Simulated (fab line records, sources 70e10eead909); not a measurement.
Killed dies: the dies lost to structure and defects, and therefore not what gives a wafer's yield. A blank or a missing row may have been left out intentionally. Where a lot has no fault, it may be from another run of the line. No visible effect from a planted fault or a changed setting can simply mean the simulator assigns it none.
Matching of chambers ; flow nand harc ; 3 sister chambers for NHARC_A_STAIRCASE_DEP_417 on pecvd-04
The step deposits Si3N4, target thk 60 nm. 3 wafers are shown with their chamber, then 9 later ones without.

## WAFERS PAIRED WITH THEIR CHAMBERS
wafer;chamber;heater power w (W)
L086.5;0;693
L089.4;1;783
L089.6;2;592

## WAFERS WHOSE CHAMBER IS MISSING
wafer;heater power w (W)
L091.1;643
L091.3;562
L091.6;569
L090.1;572
L090.5;650
L090.6;599
L088.3;772
L088.4;765
L088.5;724

## WHICH CHAMBER EACH WENT THROUGH
wafer;from the rows above;in truth
L091.1;can't be placed: 0 or 2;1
L091.3;2;2
L091.6;2;2
L090.1;2;2
L090.5;can't be placed: 0 or 2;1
L090.6;2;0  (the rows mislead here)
L088.3;1;1
L088.4;can't be placed: 1 or 0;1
L088.5;can't be placed: 0 or 1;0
Correct placement for 4 of the 9. These rows do not allow placing 4 (true chamber among the candidates in 2). Wrongly placed: 1.
How it was worked out, from the rows above alone: a wafer's distance from a chamber is the root of the sum, over the readings, of the square of ((its reading less the chamber's mean) divided by the reading's scatter). The wafer belongs to the nearest chamber; if the next one is less than 2 further off, it can't be placed. For every chamber, the mean is computed from those of its wafers that are shown. The scatter: with one shown wafer a chamber, the root of the mean of the squares of how far each hidden wafer lies from its nearest shown one.
